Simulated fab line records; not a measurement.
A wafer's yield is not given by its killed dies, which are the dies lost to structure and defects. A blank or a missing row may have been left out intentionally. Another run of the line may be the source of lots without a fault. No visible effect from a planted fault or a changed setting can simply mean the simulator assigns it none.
Shared-tool check -- flow nandHarc -- Lots sampled 11, wafers sampled 39

## WHAT PROMPTED THE OPENING
On 2 of the 11 lots, a flag is raised at NHARC_A_M1_CD_MEAS_09 on the reading cdNm. Wafers without a fault read 120.0 nm, standard deviation 0.63.
Rule: a lot is flagged in two cases, either no wafer of it has a number, or all its wafers with numbers fall more than 4 standard deviations from that mean. As for the other lots, they are considered sound.

lot,measured,on,"cdNm (nm), wafer by wafer",flag
L992,day 22 19:14,cdSem-01,120.4 120.5 120.9,
L993,day 23 10:13,cdSem-01,120.2 120.2 120.2,
L995,day 24 02:58,cdSem-02,120.8 120.5 120.5,
L997,day 24 04:29,cdSem-03,120.6 120.2 120.5,
L999,day 24 17:46,cdSem-01,119.4 119.8 119.9,
L100,day 26 08:24,cdSem-02,120.5 121.0 120.4,
L103,day 26 21:45,cdSem-03,120.3 120.2 120.1,
L107,day 29 08:34,cdSem-03,105.4 105.7 105.9 105.8 105.8 106.1,FLAGGED
L110,day 29 22:56,cdSem-01,108.9 109.4 109.2 108.9 109.6 108.7,FLAGGED
L113,day 31 01:16,cdSem-02,119.9 119.0 118.7,
L115,day 33 11:08,cdSem-01,119.8 120.1 119.8,
On average the flagged lots' numbers are 107.5 nm, which is -12.5 nm against the usual, or -20 standard deviations.

## LOT BY LOT: THE TOOL USED
2 process steps preceding the reading are held in the record, out of 1302 steps in the route. Read each cell as the tool, then ch plus the chambers that the sampled wafers visited, then the start.
lot,flag,NHARC_A_M0_ETCH_34,NHARC_A_M1_PEB_07
L992,,"rieDiel-06 ch 0,1, day 22 15:27","lithoTrack-01 ch 0, day 22 19:10"
L993,,"rieDiel-12 ch 1,2, day 23 06:28","lithoTrack-01 ch 0, day 23 10:08"
L995,,"rieDiel-12 ch 0,2,3, day 23 23:10","lithoTrack-06 ch 0, day 24 02:53"
L997,,"rieDiel-12 ch 0,2, day 24 00:47","lithoTrack-01 ch 0, day 24 04:25"
L999,,"rieDiel-11 ch 1,2, day 24 13:46","lithoTrack-06 ch 0, day 24 17:41"
L100,,"rieDiel-11 ch 0,3, day 26 04:37","lithoTrack-01 ch 0, day 26 08:19"
L103,,"rieDiel-12 ch 0,1, day 26 17:58","lithoTrack-01 ch 0, day 26 21:40"
L107,FLAGGED,"rieDiel-06 ch 0,3, day 29 04:37","lithoTrack-06 ch 0, day 29 08:29"
L110,FLAGGED,"rieDiel-12 ch 0,1,2, day 29 19:16","lithoTrack-06 ch 0, day 29 22:52"
L113,,"rieDiel-06 ch 0,1, day 30 21:25","lithoTrack-04 ch 0, day 31 01:11"
L115,,"rieDiel-12 ch 0,1,2, day 33 07:29","lithoTrack-06 ch 0, day 33 11:04"
What these steps do:
- NHARC_A_M0_ETCH_34: etches the open film in N2/H2, target depth 40 nm, overetch 12 nm, time 43.94 s.
- NHARC_A_M1_PEB_07: peb time 65 s.
- NHARC_A_M1_CD_MEAS_09: target cd 120 nm.

## FLAGGED OVER TOTAL, TOOL BY TOOL (the gauges that took the reading come last)
step,tool,lots run,flagged,share of the flagged lots,sound lots run after its first flagged lot
NHARC_A_M0_ETCH_34,rieDiel-06,3,1,some,1 (L113)
NHARC_A_M0_ETCH_34,rieDiel-11,2,0,none,-
NHARC_A_M0_ETCH_34,rieDiel-12,6,1,some,1 (L115)
NHARC_A_M1_PEB_07,lithoTrack-01,5,0,none,-
NHARC_A_M1_PEB_07,lithoTrack-04,1,0,none,-
NHARC_A_M1_PEB_07,lithoTrack-06,5,2,all,1 (L115)
NHARC_A_M1_CD_MEAS_09,cdSem-01,5,1,some,1 (L115)
NHARC_A_M1_CD_MEAS_09,cdSem-02,3,0,none,-
NHARC_A_M1_CD_MEAS_09,cdSem-03,3,1,some,0

## WHAT IS ALLOWED BY THE TABLE
All flagged lots share 1 row of the table, namely lithoTrack-06 at NHARC_A_M1_PEB_07.
- lithoTrack-06 at NHARC_A_M1_PEB_07: 2 of its 5 lots flagged. Lots that were sound ran on it after the first flagged one (L115); a persistent fault on the entire tool would not allow that. Its own readings lie more than 4 standard deviations out on every wafer of the flagged lots: heaterPowerTotalW, plateTempC.
Every row of the table either missed a flagged lot or ran a sound lot after the first.

## WHAT HAD BEEN PUT IN BY THE SIMULATOR
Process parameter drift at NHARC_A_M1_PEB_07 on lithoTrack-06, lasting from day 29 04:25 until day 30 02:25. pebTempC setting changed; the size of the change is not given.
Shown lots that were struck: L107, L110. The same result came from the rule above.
